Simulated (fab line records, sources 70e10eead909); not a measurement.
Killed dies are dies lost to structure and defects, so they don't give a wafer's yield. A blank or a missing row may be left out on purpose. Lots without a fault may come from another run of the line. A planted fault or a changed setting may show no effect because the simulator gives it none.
Chamber matching | flow nand_harc | NHARC_P_ZERO_WELL_DESCUM_39 on rie_diel-11: 4 sister chambers
The step chemistry O2, time 3 s. 18 wafers are shown with their chamber, then 9 later ones without.

WAFERS WITH THEIR CHAMBER
wafer  | chamber | showerhead_plenum_p_Torr (Torr) | drypump_motor_current_A (A) | rf_vpp_V (V)
L821.1 | 3       | 1.91                            | 5.93                        | 57.7
L821.4 | 1       | 1.98                            | 5.47                        | 59.1
L821.5 | 3       | 1.91                            | 5.90                        | 57.0
L823.2 | 2       | 1.89                            | 5.98                        | 57.9
L823.5 | 1       | 1.97                            | 5.45                        | 57.7
L823.6 | 2       | 1.89                            | 5.93                        | 57.2
L825.1 | 2       | 1.88                            | 5.92                        | 58.2
L825.2 | 1       | 1.97                            | 5.48                        | 58.8
L825.4 | 3       | 1.91                            | 5.89                        | 56.9
L826.2 | 3       | 1.91                            | 5.88                        | 57.4
L826.3 | 1       | 1.97                            | 5.49                        | 56.6
L826.5 | 3       | 1.91                            | 5.89                        | 57.5
L827.2 | 2       | 1.88                            | 5.92                        | 58.0
L827.5 | 3       | 1.91                            | 5.90                        | 57.5
L827.6 | 0       | 1.80                            | 6.19                        | 56.6
L828.1 | 3       | 1.91                            | 5.88                        | 56.9
L828.3 | 0       | 1.80                            | 6.19                        | 57.0
L828.5 | 1       | 1.97                            | 5.47                        | 58.1

SIGNATURES (means of the wafers above)
reading                  | chamber 0 | chamber 1 | chamber 2 | chamber 3 | scatter within a chamber
showerhead_plenum_p_Torr | 1.8000    | 1.9720    | 1.8850    | 1.9100    | 0.00359
drypump_motor_current_A  | 6.1900    | 5.4720    | 5.9375    | 5.8957    | 0.0191
rf_vpp_V                 | 56.800    | 58.060    | 57.825    | 57.271    | 0.609
Rule: a wafer's distance from a chamber is the root of the sum, over the readings, of the square of ((its reading less the chamber's mean) divided by the reading's scatter). The wafer belongs to the nearest chamber; if the next one is less than 2 further off, it can't be placed. The scatter: the root of (the sum of the squares of (reading less its chamber's mean) over the shown wafers, divided by (wafers less chambers)).

WAFERS WITHOUT THEIR CHAMBER
wafer  | showerhead_plenum_p_Torr (Torr) | drypump_motor_current_A (A) | rf_vpp_V (V)
L830.4 | 1.88                            | 5.93                        | 57.6
L830.5 | 1.90                            | 5.90                        | 57.6
L830.6 | 1.80                            | 6.21                        | 57.9
L840.2 | 1.79                            | 6.20                        | 56.9
L840.3 | 1.96                            | 5.46                        | 58.2
L840.5 | 1.89                            | 5.90                        | 55.8
L841.2 | 1.87                            | 5.91                        | 57.6
L841.4 | 1.89                            | 5.90                        | 55.9
L841.5 | 1.87                            | 5.92                        | 57.3

WHICH CHAMBER EACH WENT THROUGH
wafer  | from the rows above     | in truth
L830.4 | 2                       | 2
L830.5 | can't be placed: 3 or 2 | 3
L830.6 | 0                       | 0
L840.2 | 0                       | 0
L840.3 | 1                       | 1
L840.5 | can't be placed: 2 or 3 | 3
L841.2 | 2                       | 2
L841.4 | 2                       | 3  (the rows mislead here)
L841.5 | 2                       | 2
Placed correctly: 6 of 9. Can't be placed from these rows: 2 (the true chamber is among the candidates in 2). Placed wrongly: 1.
